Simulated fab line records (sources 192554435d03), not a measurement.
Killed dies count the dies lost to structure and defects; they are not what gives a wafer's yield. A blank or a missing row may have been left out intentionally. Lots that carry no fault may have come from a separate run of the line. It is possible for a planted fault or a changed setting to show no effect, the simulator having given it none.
fab line records | flow n5Finfet
[record] lots = 8 wafers = 24 lastDay = 17
route steps=1938 shown HKMG_FIN@432 BEOL_M4@1111 PASSIVATION@1936
lots with no fault: from the same line, run without faults
startH: hours from the record's first day to the start of the lot's first wafer shown | waitH: hours elapsed since this lot's preceding step | " unchanged from the row above | L1.1+2: a row that stands for several wafers | - no value present, or no start provided | * or withheld: withheld | < > ~ a bound
route shown NAME@n: NAME is a module with steps in the file, n the number in the route of the first one | usual: mean/standard deviation of fault-free wafers | same: alike in all rows | chamber/n: place in a boat | sites: per-site readings | _std_site: how widely they spread, as a standard deviation | _edge_site: outer sites' mean less inner sites' | radiusMm: for every site, how far away it sits from the centre of the wafer | mask NAME#n: copy n | behind: tool/chamber where the wafer was last shaped | hold: why the lot was held/for how many hours/how that ended | device: the n, p or np transistor that did not switch | end of line: the tests these same wafers got at the end of their route | a step given without rows: its recipe and nothing more | killed: at the first sort, the dies lost to defects and structure; wafer yield is something else | map: per-die view of a wafer (x killed, . not killed, _ where there is no die)
set.NAME: the setting as run; set.NAME@STEP: as run at that earlier step | model.NAME: the simulator's own value behind a step, which no gauge read
route steps across a sampled set of lots; one table per step, one row per wafer
services: the hour from which a tool's chamber was out of use, counted from the record's first day as startH (under 0 if before that day), plus the number of hours and why
[[steps]]
[step N5_HKMG_FIN_INSPECT_14]
[recipe] mode = adi inspectInstrument = macro
[usual] rawDefectCount = 2.2/1.4
// columns lot.wafer tool chamber startH waitH rawDefectCount
L391.1 defectInspect-02 - 99.54 0.0 2
L391.5 " - " " 1
L391.6 " - " " 2
L392.1 defectInspect-01 - 108.27 0.0 0
L392.3 " - " " 0
L392.4 " - " " 1
L396.2 defectInspect-01 - 131.30 0.0 4
L396.4 " - " " 1
L396.5 " - " " 3
L398.2 defectInspect-01 - 142.72 0.0 2
L398.3 " - " " 4
L398.4 " - " " 5
L403.1 defectInspect-01 - 172.34 0.0 3
L403.4 " - " " 2
L403.6 " - " " 7
L405.4 defectInspect-01 - 183.65 0.0 3
L405.5 " - " " 3
L405.6 " - " " 2
L408.1 defectInspect-01 - 200.78 0.0 1
L408.3 " - " " 0
L408.4 " - " " 2
L409.1 defectInspect-01 - 210.59 0.0 2
L409.3 " - " " 1
L409.5 " - " " 2
[step N5_HKMG_FIN_DESCUM_17]
[recipe] chemistry = O2 timeS = 7.9 sourcePowerW = 50 biasPowerW = 20 pressureMtorr = 20 rfFrequencyHz = 2.712e+07 tempC = 40 resist = CAR-ArF o2FlowSccm = 225
[usual] drypumpMotorCurrentA = 5.8/0.47 oesProductAu = 0.78/0.066 rfVppV = 242.9/1.4 showerheadPlenumPTorr = 2.07/0.07 throttleValvePct = 20.54/0.17
[same] timeS = 7.9
// columns lot.wafer tool chamber startH waitH drypumpMotorCurrentA oesProductAu rfHoursCounterH rfVppV showerheadPlenumPTorr throttleValvePct
L391.1 rieDiel-06 0 99.65 0.1 6.4 0.68 220 242.9 2.06 20.46
L391.5 " 1 " " 5.6 0.74 - 240.0 1.93 20.72
L391.6 " 0 " " 6.4 0.69 - 244.8 2.07 20.48
L392.1 rieDiel-05 2 108.31 0.0 6.5 0.83 102 242.8 2.11 20.28
L392.3 " 3 " " 5.4 0.78 141 244.5 2.10 20.45
L392.4 " 1 " " 6.1 0.76 171 241.9 1.98 20.58
L396.2 rieDiel-05 3 131.33 0.0 5.4 0.77 150 243.6 2.10 20.49
L396.4 " 2 " " 6.5 0.82 111 243.5 2.11 20.29
L396.5 " 0 " " 5.7 0.75 - 242.9 2.09 20.77
L398.2 rieDiel-04 1 142.89 0.2 5.8 0.90 28 242.7 2.13 20.59
L398.3 " 0 " " 6.0 0.76 130 243.4 2.18 20.48
L398.4 " 1 " " 5.8 0.89 - 242.8 2.13 20.60
L403.1 rieDiel-06 3 172.54 0.2 5.1 0.93 12 241.7 2.06 20.32
L403.4 " 0 " " 6.4 0.68 241 241.5 2.06 20.50
L403.6 " 1 " " 5.6 0.73 - 239.6 1.92 20.75
L405.4 rieDiel-05 1 183.68 0.0 6.1 0.73 200 242.1 1.97 20.60
L405.5 " 0 " " 5.7 0.73 - 244.8 2.08 20.82
L405.6 " 1 " " 6.1 0.75 - 241.6 1.97 20.64
L408.1 rieDiel-06 0 200.82 0.0 6.4 0.67 248 244.1 2.05 20.53
L408.3 " 2 " " 5.6 0.89 30 242.8 2.14 20.26
L408.4 " 1 " " 5.6 0.72 190 239.6 1.92 20.76
L409.1 rieDiel-06 2 210.62 0.0 5.6 0.88 33 244.3 2.14 20.27
L409.3 " 1 " " 5.6 0.72 193 239.8 1.92 20.78
L409.5 " 3 " " 5.1 0.90 - 243.0 2.06 20.33
[step N5_HKMG_FIN_ALD_91]
[recipe] material = TiN targetThkA = 10 tempC = 400 aldPrecursorFamily = TiCl4 aldCoReactant = NH3 pulseTimeS = 1 purgeTimeS = 3 coReactantPurgeTimeS = 2 coReactantPulseTimeS = 2 aldCycles = 47 pressureTorr = 3
[usual] aldCycles = 47/0 heaterPowerW = 894/71 precursorPulseHeightRel = 1.001/0.021
[same] coReactantPulseTimeS = 2 coReactantPurgeTimeS = 2 purgeTimeS = 3
// columns lot.wafer tool chamber startH waitH aldCycles heaterPowerW precursorPulseHeightRel
L391.1 aldMetal-02 0 100.63 0.3 47 830 1.040
L391.5 " 1 " " 47 915 1.002
L391.6 " 0 " " 47 796 0.977
L392.1 aldMetal-02 2 109.29 0.3 47 954 0.987
L392.3 " 1 " " 47 937 1.015
L392.4 " 0 " " 47 826 1.007
L396.2 aldMetal-02 1 132.31 0.3 47 911 1.009
L396.4 " 2 " " 61 949 0.990
L396.5 " 0 " " 47 817 0.973
L398.2 aldMetal-02 2 143.87 0.3 61 980 1.028
L398.3 " 3 " " 47 974 0.985
L398.4 " 0 " " 47 804 1.004
L403.1 aldMetal-04 1 173.52 0.3 47 932 1.037
L403.4 " 0 " " 47 815 1.006
L403.6 " 1 " " 47 929 1.007
L405.4 aldMetal-01 0 184.66 0.1 47 870 1.033
L405.5 " 2 " " 47 915 0.989
L405.6 " 3 " " 47 923 0.988
L408.1 aldMetal-04 0 201.80 0.3 47 814 0.979
L408.3 " 3 " " 47 906 1.013
L408.4 " 1 " " 47 956 1.002
L409.1 aldMetal-02 0 211.60 0.3 47 801 0.985
L409.3 " 3 " " 47 1003 0.965
L409.5 " 1 " " 47 923 0.996
[step N5_HKMG_FIN_STRIP_89]
[recipe] chemistry = N2/H2 material = SOC timeS = 20 powerW = 500 tempC = 40 pressureMtorr = 50 rfFrequencyHz = 6e+07 biasPowerW = 8 h2Frac = 0.5 n2FlowSccm = 300 h2FlowSccm = 300
[usual] drypumpMotorCurrentA = 5.8/0.51 n2FlowSccm = 300.0/0.91 oesProductAu = 0.78/0.064 rfVppV = 54.2/0.9 showerheadPlenumPTorr = 3.33/0.11 throttleValvePct = 19.1/0.42
[same] timeS = 20
// columns lot.wafer tool chamber startH waitH drypumpMotorCurrentA n2FlowSccm oesProductAu rfHoursCounterH rfVppV showerheadPlenumPTorr throttleValvePct
L391.1 rieDiel-06 3 101.03 0.0 5.1 300.7 0.69 245 54.9 3.31 19.4
L391.5 " 1 " " 5.6 300.4 0.76 - 53.3 3.08 18.8
L391.6 " 0 " " 6.5 300.8 0.69 - 53.0 3.33 19.8
L392.1 rieDiel-05 1 109.79 0.0 6.1 301.1 0.78 172 54.6 3.21 19.0
L392.3 " 0 " " 5.7 300.9 0.75 156 53.4 3.36 19.6
L392.4 " 2 " " 6.5 298.8 0.81 102 53.4 3.39 18.9
L396.2 rieDiel-05 2 132.71 0.0 6.5 299.6 0.82 111 54.8 3.39 18.9
L396.4 " 1 " " 6.1 298.6 0.77 181 53.7 3.20 19.0
L396.5 " 0 " " 5.8 299.4 0.76 - 54.3 3.35 19.6
L398.2 rieDiel-05 2 144.28 0.0 6.5 299.9 0.80 116 53.4 3.38 18.9
L398.3 " 1 " " 6.2 299.5 0.75 186 52.4 3.20 19.0
L398.4 " 0 " " 5.8 298.8 0.74 169 54.0 3.35 19.6
L403.1 rieDiel-04 1 173.92 0.0 5.8 300.3 0.88 42 53.6 3.41 19.4
L403.4 " 2 " " 4.9 299.5 0.69 - 55.4 3.47 18.8
L403.6 " 3 " " 4.9 300.1 0.74 - 56.2 3.23 19.3
L405.4 rieDiel-06 1 185.06 0.0 5.6 299.4 0.74 186 55.3 3.07 18.8
L405.5 " 2 " " 5.6 299.7 0.91 - 53.4 3.40 18.5
L405.6 " 3 " " 5.1 301.0 0.91 - 53.5 3.30 19.1
L408.1 rieDiel-05 2 202.20 0.0 6.5 300.3 0.79 136 53.5 3.37 18.9
L408.3 " 0 " " 5.7 299.1 0.72 191 55.6 3.34 19.7
L408.4 " 1 " " 6.2 299.4 0.74 208 53.8 3.19 19.0
L409.1 rieDiel-04 2 212.06 0.0 4.9 299.3 0.68 216 53.6 3.46 18.9
L409.3 " 1 " " 5.8 299.6 0.85 58 54.1 3.41 19.4
L409.5 " 0 " " 6.0 298.2 0.75 - 55.3 3.52 19.8
[step N5_BEOL_M4_RC_MEAS_101]
[usual] DIBL_N = 35.9/1.9 DIBL_P = 35.8/2.4 IOFF_N = 0.15/0.031 IOFF_N_85C = 3.0/0.51 IOFF_N_LIN = 0.071/0.012 IOFF_N_LONG = 5.57e-05/2.7e-06 IOFF_P = 0.21/0.037 IOFF_P_85C = 3.6/0.53 IOFF_P_LIN = 0.098/0.014 IOFF_P_LONG = 0.000108/8.2e-06 ION_N = 672/13 ION_P = 462/8.3 SS_N = 71.5/0.72 SS_P = 73.2/0.67 VT_N = 250/3.4 VT_N_LONG = 274.8/1.9 VT_N_LVT = 99/3.3 VT_P = -250/3.4 VT_P_LONG = -275.0/2.9 VT_P_LVT = -99.3/2.9
// columns lot.wafer tool chamber startH waitH DIBL_N[mV/V] DIBL_P[mV/V] IOFF_N[nA/um] IOFF_N_85C[nA/um] IOFF_N_LIN[nA/um] IOFF_N_LONG[nA/um] IOFF_P[nA/um] IOFF_P_85C[nA/um] IOFF_P_LIN[nA/um] IOFF_P_LONG[nA/um] ION_N[uA/um] ION_P[uA/um] SS_N[mV/dec] SS_P[mV/dec] VT_N[mV] VT_N_LONG[mV] VT_N_LVT[mV] VT_P[mV] VT_P_LONG[mV] VT_P_LVT[mV]
L392.1 prober-01 0 203.11 0.0 35.0 36.6 0.16 3.2 0.078 5.57e-05 0.20 3.5 0.094 0.000106 679 461 71.9 73.5 250 273.3 99 -252 -279.2 -101.7
L392.3 " 0 " " 32.6 33.3 0.12 2.4 0.060 5.57e-05 0.16 2.9 0.080 0.000109 660 455 71.3 72.5 253 274.6 104 -255 -275.5 -106.1
L392.4 " 0 " " 31.7 31.5 0.10 2.1 0.050 5.52e-05 0.14 2.6 0.074 0.000106 651 448 71.0 72.5 256 274.0 107 -254 -274.3 -107.1
L391.1 prober-01 0 204.98 0.0 37.3 37.0 0.16 3.1 0.076 5.58e-05 0.24 4.1 0.110 0.000113 672 469 71.5 73.0 253 275.1 99 -246 -271.5 -96.0
L391.5 " 0 " " 36.3 33.6 0.15 2.9 0.068 5.73e-05 0.19 3.3 0.092 0.000109 658 450 72.1 73.0 252 275.1 100 -252 -273.0 -100.2
L391.6 " 0 " " 36.6 35.0 0.14 2.8 0.067 5.65e-05 0.21 3.6 0.099 0.000112 661 461 72.0 73.7 251 275.9 99 -251 -275.4 -98.1
L396.2 prober-02 0 220.61 0.2 37.3 35.6 0.15 3.0 0.068 5.41e-05 0.20 3.4 0.098 0.000109 661 455 72.2 73.8 252 277.4 103 -250 -273.3 -100.5
L396.4 " 0 " " 40.0 39.7 0.06 1.5 0.027 2.95e-05 0.39 6.1 0.175 0.000146 609 480 73.4 73.9 281 310.2 131 -239 -265.8 -86.5
L396.5 " 0 " " 34.2 33.6 0.11 2.3 0.055 5.28e-05 0.18 3.1 0.091 0.000106 652 455 71.5 72.0 255 274.8 106 -252 -272.2 -102.5
L398.2 prober-02 0 244.59 0.2 37.5 36.0 0.05 1.2 0.025 3.41e-05 0.32 5.3 0.156 0.000167 614 491 71.7 72.8 281 304.7 131 -236 -262.3 -87.4
L398.3 " 0 " " 36.8 35.3 0.16 3.1 0.074 6.36e-05 0.21 3.7 0.106 0.00012 670 464 71.8 72.9 248 273.0 98 -246 -272.2 -98.9
L398.4 " 0 " " 39.8 39.6 0.23 4.2 0.102 6.31e-05 0.31 5.1 0.139 0.00012 699 482 72.4 73.8 243 269.5 92 -241 -269.1 -92.5
L403.1 prober-01 0 264.32 0.0 35.3 36.0 0.14 2.8 0.067 5.37e-05 0.21 3.7 0.102 0.000112 675 473 70.9 73.6 251 273.5 99 -248 -275.5 -97.6
L403.4 " 0 " " 35.6 35.1 0.14 2.8 0.066 5.39e-05 0.19 3.3 0.093 0.000101 669 460 70.4 73.2 252 274.2 102 -250 -272.4 -100.6
L403.6 " 0 " " 34.8 35.6 0.13 2.7 0.062 5.35e-05 0.20 3.6 0.099 0.000106 666 461 71.4 72.9 254 274.1 101 -251 -275.7 -97.7
L405.4 prober-01 0 287.27 0.5 35.1 33.9 0.13 2.7 0.063 5.62e-05 0.17 3.1 0.085 0.000111 674 463 71.7 72.8 254 276.9 101 -256 -274.5 -100.7
L405.5 " 0 " " 38.3 38.0 0.18 3.5 0.083 5.62e-05 0.23 3.9 0.106 0.000106 693 480 71.4 73.7 250 274.6 95 -249 -275.6 -97.3
L405.6 " 0 " " 37.1 36.6 0.16 3.2 0.076 5.49e-05 0.20 3.6 0.097 0.000106 674 455 72.0 73.1 251 274.6 98 -253 -276.7 -98.5
L409.1 prober-01 0 310.02 0.0 38.1 39.6 0.19 3.6 0.087 5.23e-05 0.26 4.3 0.115 0.000106 677 462 72.5 74.5 246 277.0 95 -246 -277.0 -96.4
L409.3 " 0 " " 37.9 38.2 0.18 3.5 0.084 5.57e-05 0.23 3.9 0.103 0.000103 696 474 72.1 74.2 249 275.8 96 -248 -275.4 -99.4
L409.5 " 0 " " 35.8 37.0 0.15 2.9 0.071 5.31e-05 0.20 3.5 0.096 0.000104 674 464 71.2 74.0 251 274.9 100 -251 -278.1 -100.4
L408.1 prober-02 0 310.27 0.0 36.2 39.0 0.16 3.2 0.075 5.3e-05 0.23 4.0 0.104 0.000107 667 459 71.7 73.3 252 275.3 98 -248 -275.2 -97.8
L408.3 " 0 " " 37.0 39.4 0.16 3.2 0.075 5.31e-05 0.22 3.7 0.099 0.000101 662 451 71.6 73.5 249 277.3 99 -250 -275.2 -99.4
L408.4 " 0 " " 35.5 37.0 0.14 2.8 0.066 5.43e-05 0.19 3.3 0.093 9.9e-05 672 461 71.8 73.1 252 277.0 100 -250 -275.9 -99.4
[step N5_PASSIVATION_PROBE_49]
[usual] defectLimitedYield = 91.6/1.2 killed_at_M0_to_M3 = 33/9.4 killed_at_M4_up = 13/5.2 killedAtContacts = 13/5.6 killedAtFrontEnd = 37/9.5 killedAtOther = 4/3.1 killedDies = 99/15 killedOnRim = 13/3.6 killedOpen = 65/11 killedShort = 32/7.5 sort_bin_5_function = 4.9/0.77 sort_bin_6_memory = 3.1/0.65 sort_bin_8_speed = 0.01/0.056 sortNPass = 1081/15 sortYieldPct = 91.6/1.2
[same] grossDies = 1180 killedAtBackSide = 0 sort_bin_4_leakage[%] = 0
// columns lot.wafer tool chamber startH waitH defectLimitedYield[%] killed_at_M0_to_M3 killed_at_M4_up killedAtContacts killedAtFrontEnd killedAtOther killedDies killedOnRim killedOpen killedShort sort_bin_5_function[%] sort_bin_6_memory[%] sort_bin_8_speed[%] sortNPass sortYieldPct[%]
L396.2 prober-02 - 325.96 0.1 92.5 37 5 2 40 5 89 6 62 25 4.7 2.8 0 1091 92.5
L396.4 prober-02 - 326.06 0.2 92.4 33 11 5 36 5 90 12 54 35 4.1 3.1 89.41 35 3.0
L396.5 prober-02 - 326.11 0.2 91.9 30 13 12 36 5 96 9 67 26 4.7 3.1 0 1084 91.9
L398.2 prober-02 - 350.98 0.1 92.0 31 19 12 31 1 94 12 59 33 5.3 2.5 80.76 133 11.3
L398.3 prober-02 - 351.03 0.1 92.1 31 20 8 32 2 93 16 62 29 4.8 2.9 0 1087 92.1
L398.4 prober-02 - 351.08 0.2 92.1 29 12 11 39 2 93 14 62 30 4.6 3.0 0 1087 92.1
// killed by level:class
L396.2 BEOL_M3:geometricParticle:open=15 BEOL_M1:geometricParticle:open=9 FIN_SAQP:geometricParticle:short=7 DUMMY_GATE:geometricParticle:open=7 ILD0:geometricParticle:open=6 BEOL_M0:geometricParticle:open=4 FIN_SAQP:geometricParticle:open=3 ILD0:geometricParticle:short=3
L396.4 BEOL_M3:geometricParticle:open=12 FIN_SAQP:geometricParticle:short=11 FIN_SAQP:geometricParticle:open=8 MOL_CONTACT_COAG:geometricParticle:open=5 BEOL_M0_SAQP:geometricParticle:open=5 BEOL_M0_SAQP:geometricParticle:short=4 BEOL_M1:geometricParticle:open=4 ILD0:geometricParticle:short=3
L396.5 MOL_CONTACT_COAG:geometricParticle:open=8 BEOL_M1:geometricParticle:open=8 FIN_SAQP:geometricParticle:open=7 DUMMY_GATE:geometricParticle:open=7 BEOL_M4:geometricParticle:open=7 BEOL_M3:geometricParticle:open=5 FIN_SAQP:geometricParticle:short=4 MOL_CONTACT_COAG:geometricParticle:short=4
L398.2 BEOL_M0_SAQP:geometricParticle:open=9 FIN_SAQP:geometricParticle:short=8 MOL_CONTACT_COAG:geometricParticle:open=8 BEOL_M0_SAQP:geometricParticle:short=7 BEOL_M1:geometricParticle:open=6 GATE_CUT:geometricParticle:short=5 DUMMY_GATE:geometricParticle:open=4 GATE_CUT:geometricParticle:open=4
L398.3 BEOL_M4:geometricParticle:open=9 BEOL_M0_SAQP:geometricParticle:open=9 FIN_SAQP:geometricParticle:open=8 FIN_SAQP:geometricParticle:short=7 GATE_CUT:geometricParticle:short=6 MOL_CONTACT_COAG:geometricParticle:open=6 STARTING-WAFER:geometricParticle:open=5 BEOL_M1:geometricParticle:open=5
L398.4 MOL_CONTACT_COAG:geometricParticle:open=10 STI_FIN_REVEAL:geometricParticle:open=8 BEOL_M1:geometricParticle:open=7 FIN_SAQP:geometricParticle:short=6 ILD0:geometricParticle:short=6 BEOL_M0_SAQP:geometricParticle:open=6 ILD0:geometricParticle:open=5 BEOL_M0:geometricParticle:open=4
[[services]]
// columns tool chamber startH hours kind
aldMetal-01 1 76.68 25.5 repair
rieDiel-06 0 82.55 4.1 repair
rieDiel-06 2 88.38 - clean
rieDiel-06 2 88.38 - consumableReplace:focusRing
rieDiel-06 2 88.38 20.5 scheduledDown
rieDiel-06 2 88.38 20.5 ventCycle
rieDiel-05 1 93.73 1.5 repair
rieDiel-06 3 112.52 - clean
rieDiel-06 3 112.52 - consumableReplace:focusRing
rieDiel-06 3 112.52 19.5 scheduledDown
rieDiel-06 3 112.52 19.5 ventCycle
rieDiel-05 - 130.49 0.3 repair
aldMetal-04 - 140.81 0.4 repair
aldMetal-01 - 144.94 6.0 pm
aldMetal-02 0 148.49 1.9 repair
aldMetal-04 - 157.67 0.7 repair
rieDiel-04 0 167.03 32.6 repair
aldMetal-04 2 172.02 31.1 repair
rieDiel-04 3 191.39 5.6 repair
rieDiel-06 0 204.57 - clean
rieDiel-06 0 204.57 - consumableReplace:focusRing
rieDiel-06 0 204.57 14.5 scheduledDown
rieDiel-06 0 204.57 14.5 ventCycle
[[key]]
[firstSign] step = N5_HKMG_FIN_ALD_91 reading = aldCycles direction = up sigmas = 99+ usual = * struck = *
[effect] step = N5_BEOL_M4_RC_MEAS_101 reading = VT_N_LONG direction = up sigmas = 17 usual = 274.8 struck = 307.4
[effect] step = N5_BEOL_M4_RC_MEAS_101 reading = VT_N_LVT direction = up sigmas = 9.5 usual = 99 struck = 131
[effect] step = N5_BEOL_M4_RC_MEAS_101 reading = VT_N direction = up sigmas = 9 usual = 250 struck = 281
[effect] step = N5_BEOL_M4_RC_MEAS_101 reading = IOFF_N_LONG direction = down sigmas = 8.7 usual = 5.57e-05 struck = 3.18e-05
[effect] step = N5_BEOL_M4_RC_MEAS_101 reading = IOFF_P_LONG direction = up sigmas = 5.9 usual = 0.000108 struck = 0.000157
[effect] step = N5_BEOL_M4_RC_MEAS_101 reading = IOFF_P_LIN direction = up sigmas = 4.9 usual = 0.098 struck = 0.166
[effect] step = N5_BEOL_M4_RC_MEAS_101 reading = ION_N direction = down sigmas = 4.8 usual = 672 struck = 612
[effect] step = N5_BEOL_M4_RC_MEAS_101 reading = VT_P_LVT direction = up sigmas = 4.2 usual = -99.3 struck = -87.0
[effect] step = N5_BEOL_M4_RC_MEAS_101 reading = IOFF_P direction = up sigmas = 4.1 usual = 0.21 struck = 0.35
[effect] step = N5_BEOL_M4_RC_MEAS_101 reading = IOFF_P_85C direction = up sigmas = 4 usual = 3.6 struck = 5.7
[effect] step = N5_BEOL_M4_RC_MEAS_101 reading = VT_P_LONG direction = up sigmas = 3.8 usual = -275.0 struck = -264.0
[effect] step = N5_BEOL_M4_RC_MEAS_101 reading = VT_P direction = up sigmas = 3.8 usual = -250 struck = -237
[effect] step = N5_PASSIVATION_PROBE_49 reading = sort_bin_8_speed direction = up sigmas = 99+ usual = 0.01 struck = 85.08
metAt N5_HKMG_FIN_ALD_91
struckLots L396,L398
struckWafers L396.4,L398.2
notActingAt N5_HKMG_FIN_INSPECT_14,N5_HKMG_FIN_DESCUM_17,N5_HKMG_FIN_STRIP_89
onsetBetween 109.29 132.31
[fault] kind = processParameterDrift tool = aldMetal-02 chamber = 2 onsetH = 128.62 steps = N5_HKMG_FIN_ALD_91 channel = aldCycles offset = * shape = step endH = 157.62 actsIn = * stated = *
